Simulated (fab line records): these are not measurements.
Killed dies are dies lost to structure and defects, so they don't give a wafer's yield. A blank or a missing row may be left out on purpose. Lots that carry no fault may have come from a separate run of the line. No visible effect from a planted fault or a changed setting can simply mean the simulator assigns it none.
Lot-split experiment || flow n5_finfet || route with 1938 steps; 7 lots, 39 wafers read

SPLIT DETAILS
At N5_ZERO_LAYER_DEVELOP_10 (develop time 60 s), the setting develop_time_s was moved away from the recipe's 60 s on 18 of the 39 wafers read, by -49.6% to +46.8%. For the rest of the wafers, this setting stayed at what the recipe calls for.

SPLIT TO READING: what lies between them in the file, 1 step
- N5_ZERO_LAYER_HARDBAKE_23: time 120 s

THE READING
cd_nm (nm) at N5_ZERO_LAYER_CD_MEAS_11, where the cd target is 2000 nm. Typical for fault-free wafers on this fab line: 2000.2 nm, with standard deviation 2.7 nm.

{"wafer": "L074.1", "tool, chamber at the split": "litho_track-05, 0", "develop_time_s as run, s": 75.57, "against the recipe": "+25.9%", "cd_nm, nm": 2000.9, "against lot-mates on the recipe": "+4.3"}
{"wafer": "L074.2", "tool, chamber at the split": "litho_track-05, 0", "develop_time_s as run, s": 75.57, "against the recipe": "+25.9%", "cd_nm, nm": 2004.7, "against lot-mates on the recipe": "+8.1"}
{"wafer": "L074.3", "tool, chamber at the split": "litho_track-05, 0", "develop_time_s as run, s": 60, "against the recipe": "recipe", "cd_nm, nm": 1997.3, "against lot-mates on the recipe": "-"}
{"wafer": "L074.4", "tool, chamber at the split": "litho_track-05, 0", "develop_time_s as run, s": 60, "against the recipe": "recipe", "cd_nm, nm": 1997.2, "against lot-mates on the recipe": "-"}
{"wafer": "L074.5", "tool, chamber at the split": "litho_track-05, 0", "develop_time_s as run, s": 60, "against the recipe": "recipe", "cd_nm, nm": 1995.3, "against lot-mates on the recipe": "-"}
{"wafer": "L074.6", "tool, chamber at the split": "litho_track-05, 0", "develop_time_s as run, s": 75.57, "against the recipe": "+25.9%", "cd_nm, nm": 2005.6, "against lot-mates on the recipe": "+9.0"}
{"wafer": "L079.1", "tool, chamber at the split": "litho_track-05, 0", "develop_time_s as run, s": 60, "against the recipe": "recipe", "cd_nm, nm": 1999.1, "against lot-mates on the recipe": "-"}
{"wafer": "L079.2", "tool, chamber at the split": "litho_track-05, 0", "develop_time_s as run, s": 31.68, "against the recipe": "-47.2%", "cd_nm, nm": 1983.7, "against lot-mates on the recipe": -14.7}
{"wafer": "L079.3", "tool, chamber at the split": "litho_track-05, 0", "develop_time_s as run, s": 31.68, "against the recipe": "-47.2%", "cd_nm, nm": 1988.2, "against lot-mates on the recipe": -10.2}
{"wafer": "L079.4", "tool, chamber at the split": "litho_track-05, 0", "develop_time_s as run, s": 31.68, "against the recipe": "-47.2%", "cd_nm, nm": 1983.8, "against lot-mates on the recipe": -14.6}
{"wafer": "L079.5", "tool, chamber at the split": "litho_track-05, 0", "develop_time_s as run, s": 60, "against the recipe": "recipe", "cd_nm, nm": 1998.0, "against lot-mates on the recipe": "-"}
{"wafer": "L079.6", "tool, chamber at the split": "litho_track-05, 0", "develop_time_s as run, s": 60, "against the recipe": "recipe", "cd_nm, nm": 1998.0, "against lot-mates on the recipe": "-"}
{"wafer": "L081.1", "tool, chamber at the split": "litho_track-02, 0", "develop_time_s as run, s": 88.07, "against the recipe": "+46.8%", "cd_nm, nm": 2012.1, "against lot-mates on the recipe": "+10.5"}
{"wafer": "L081.2", "tool, chamber at the split": "litho_track-02, 0", "develop_time_s as run, s": 88.07, "against the recipe": "+46.8%", "cd_nm, nm": 2011.2, "against lot-mates on the recipe": "+9.6"}
{"wafer": "L081.3", "tool, chamber at the split": "litho_track-02, 0", "develop_time_s as run, s": 88.07, "against the recipe": "+46.8%", "cd_nm, nm": 2007.9, "against lot-mates on the recipe": "+6.3"}
{"wafer": "L081.4", "tool, chamber at the split": "litho_track-02, 0", "develop_time_s as run, s": 60, "against the recipe": "recipe", "cd_nm, nm": 2001.1, "against lot-mates on the recipe": "-"}
{"wafer": "L081.5", "tool, chamber at the split": "litho_track-02, 0", "develop_time_s as run, s": 60, "against the recipe": "recipe", "cd_nm, nm": 1999.1, "against lot-mates on the recipe": "-"}
{"wafer": "L081.6", "tool, chamber at the split": "litho_track-02, 0", "develop_time_s as run, s": 60, "against the recipe": "recipe", "cd_nm, nm": 2004.6, "against lot-mates on the recipe": "-"}
{"wafer": "L082.1", "tool, chamber at the split": "litho_track-01, 0", "develop_time_s as run, s": 60, "against the recipe": "recipe", "cd_nm, nm": 1998.0, "against lot-mates on the recipe": "-"}
{"wafer": "L082.2", "tool, chamber at the split": "litho_track-01, 0", "develop_time_s as run, s": 60, "against the recipe": "recipe", "cd_nm, nm": 1996.5, "against lot-mates on the recipe": "-"}
{"wafer": "L082.3", "tool, chamber at the split": "litho_track-01, 0", "develop_time_s as run, s": 75.47, "against the recipe": "+25.8%", "cd_nm, nm": 2003.6, "against lot-mates on the recipe": "+5.7"}
{"wafer": "L082.4", "tool, chamber at the split": "litho_track-01, 0", "develop_time_s as run, s": 75.47, "against the recipe": "+25.8%", "cd_nm, nm": 2001.9, "against lot-mates on the recipe": "+4.0"}
{"wafer": "L082.5", "tool, chamber at the split": "litho_track-01, 0", "develop_time_s as run, s": 75.47, "against the recipe": "+25.8%", "cd_nm, nm": 2002.7, "against lot-mates on the recipe": "+4.8"}
{"wafer": "L082.6", "tool, chamber at the split": "litho_track-01, 0", "develop_time_s as run, s": 60, "against the recipe": "recipe", "cd_nm, nm": 1999.3, "against lot-mates on the recipe": "-"}
{"wafer": "L083.2", "tool, chamber at the split": "litho_track-01, 0", "develop_time_s as run, s": 60, "against the recipe": "recipe", "cd_nm, nm": 1998.8, "against lot-mates on the recipe": "-"}
{"wafer": "L083.3", "tool, chamber at the split": "litho_track-01, 0", "develop_time_s as run, s": 60, "against the recipe": "recipe", "cd_nm, nm": 1998.3, "against lot-mates on the recipe": "-"}
{"wafer": "L083.4", "tool, chamber at the split": "litho_track-01, 0", "develop_time_s as run, s": 60, "against the recipe": "recipe", "cd_nm, nm": 1999.1, "against lot-mates on the recipe": "-"}
{"wafer": "L093.1", "tool, chamber at the split": "litho_track-02, 0", "develop_time_s as run, s": 60, "against the recipe": "recipe", "cd_nm, nm": 1999.7, "against lot-mates on the recipe": "-"}
{"wafer": "L093.2", "tool, chamber at the split": "litho_track-02, 0", "develop_time_s as run, s": 39.66, "against the recipe": "-33.9%", "cd_nm, nm": 1995.3, "against lot-mates on the recipe": -7.3}
{"wafer": "L093.3", "tool, chamber at the split": "litho_track-02, 0", "develop_time_s as run, s": 39.66, "against the recipe": "-33.9%", "cd_nm, nm": 1995.0, "against lot-mates on the recipe": -7.6}
{"wafer": "L093.4", "tool, chamber at the split": "litho_track-02, 0", "develop_time_s as run, s": 39.66, "against the recipe": "-33.9%", "cd_nm, nm": 1992.5, "against lot-mates on the recipe": -10.1}
{"wafer": "L093.5", "tool, chamber at the split": "litho_track-02, 0", "develop_time_s as run, s": 60, "against the recipe": "recipe", "cd_nm, nm": 2004.0, "against lot-mates on the recipe": "-"}
{"wafer": "L093.6", "tool, chamber at the split": "litho_track-02, 0", "develop_time_s as run, s": 60, "against the recipe": "recipe", "cd_nm, nm": 2004.0, "against lot-mates on the recipe": "-"}
{"wafer": "L095.1", "tool, chamber at the split": "litho_track-01, 0", "develop_time_s as run, s": 30.27, "against the recipe": "-49.6%", "cd_nm, nm": 1983.2, "against lot-mates on the recipe": -14.6}
{"wafer": "L095.2", "tool, chamber at the split": "litho_track-01, 0", "develop_time_s as run, s": 30.27, "against the recipe": "-49.6%", "cd_nm, nm": 1982.7, "against lot-mates on the recipe": -15.1}
{"wafer": "L095.3", "tool, chamber at the split": "litho_track-01, 0", "develop_time_s as run, s": 30.27, "against the recipe": "-49.6%", "cd_nm, nm": 1984.9, "against lot-mates on the recipe": -12.9}
{"wafer": "L095.4", "tool, chamber at the split": "litho_track-01, 0", "develop_time_s as run, s": 60, "against the recipe": "recipe", "cd_nm, nm": 1995.3, "against lot-mates on the recipe": "-"}
{"wafer": "L095.5", "tool, chamber at the split": "litho_track-01, 0", "develop_time_s as run, s": 60, "against the recipe": "recipe", "cd_nm, nm": 1999.0, "against lot-mates on the recipe": "-"}
{"wafer": "L095.6", "tool, chamber at the split": "litho_track-01, 0", "develop_time_s as run, s": 60, "against the recipe": "recipe", "cd_nm, nm": 1999.0, "against lot-mates on the recipe": "-"}

THE FIT
A straight line over all 39 wafers: cd_nm changes by +0.247 nm for each +1% of develop_time_s; r = +0.93; the points scatter about the line by 2.7 nm.
The same after taking each lot's own level away (the mean of its wafers on the recipe; 39 wafers): +0.246 nm for each +1%; r = +0.96; scatter 1.9 nm.
The reading moves by 12 nm for the largest change in develop_time_s, on that fit.
The span of the lots' own levels, 1996.60 to 2002.57 nm, comes to 2.2 times the standard deviation stated above.
So the lot-to-lot level changes the slope little: the two slopes agree.
Check: with one of the wafers moved furthest among these (-49.6%) left out of the fit, the line predicts -12.5 nm for it against its lot-mates. It came out at -14.6 nm against them.

THE WHOLE CHAIN: every reading that the file lists as answering this split, in the file's order
{"step": "N5_ZERO_LAYER_CD_MEAS_11", "what it does": "target cd 2000 nm", "reading": "cd_nm", "change (the file's fit)": "+0.248 nm for each +1% of the setting", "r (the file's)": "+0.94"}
{"step": "N5_ZERO_LAYER_DESCUM_16", "what it does": "chemistry O2, time 7.9 s", "reading": "ZERO_LAYER.cd_nm (the simulator's own value, which no gauge read)", "change (the file's fit)": "+0.247 nm for each +1% of the setting", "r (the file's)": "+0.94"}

THE FILE'S OWN FIT
cd_nm changes by +0.248 nm for each +1% of develop_time_s, r = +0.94.
